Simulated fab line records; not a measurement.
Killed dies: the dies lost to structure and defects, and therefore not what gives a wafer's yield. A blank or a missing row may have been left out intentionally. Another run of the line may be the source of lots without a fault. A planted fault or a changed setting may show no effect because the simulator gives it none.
Matching of chambers ; flow n5_finfet ; N5_BEOL_M10_CURE_71 on uv_cure-01: 3 sister chambers
The step cures SiCOH lowk, time 240 s. 6 wafers are shown with their chamber, then 7 later ones without.

## WAFERS, EACH WITH ITS CHAMBER
wafer;chamber;wafer_temp_C_max;lamp_power_pct (%)
L077.2;0;386.5;52.30
L077.5;0;385.6;52.24
L083.2;2;386.4;52.38
L083.3;2;386.5;52.29
L085.1;1;387.7;52.25
L085.3;1;387.5;52.25

## WAFERS WITH NO CHAMBER GIVEN
wafer;wafer_temp_C_max;lamp_power_pct (%)
L085.5;387.3;52.33
L086.2;386.3;52.34
L086.3;386.2;52.29
L086.6;386.3;52.31
L087.1;387.7;52.36
L087.3;387.3;52.24
L087.6;388.0;52.28

## EACH ONE'S CHAMBER
wafer;from the rows above;in truth
L085.5;can't be placed: 1 or 2 or 0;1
L086.2;can't be placed: 2 or 0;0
L086.3;can't be placed: 0 or 2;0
L086.6;can't be placed: 2 or 0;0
L087.1;can't be placed: 1 or 2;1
L087.3;1;1
L087.6;1;1
2 of 7 placed correctly. These rows do not allow placing 5 (true chamber among the candidates in 5). Wrongly placed: 0.
How it was worked out, from the rows above alone: a wafer's distance from a chamber is the root of the sum, over the readings, of the square of ((its reading less the chamber's mean) divided by the reading's scatter). The wafer belongs to the nearest chamber; if the next one is less than 2 further off, it can't be placed. For every chamber, the mean is computed from those of its wafers that are shown. The scatter is the square root of a quotient: the sum, over the shown wafers, of each reading's squared deviation from its chamber's mean, divided by wafers minus chambers.
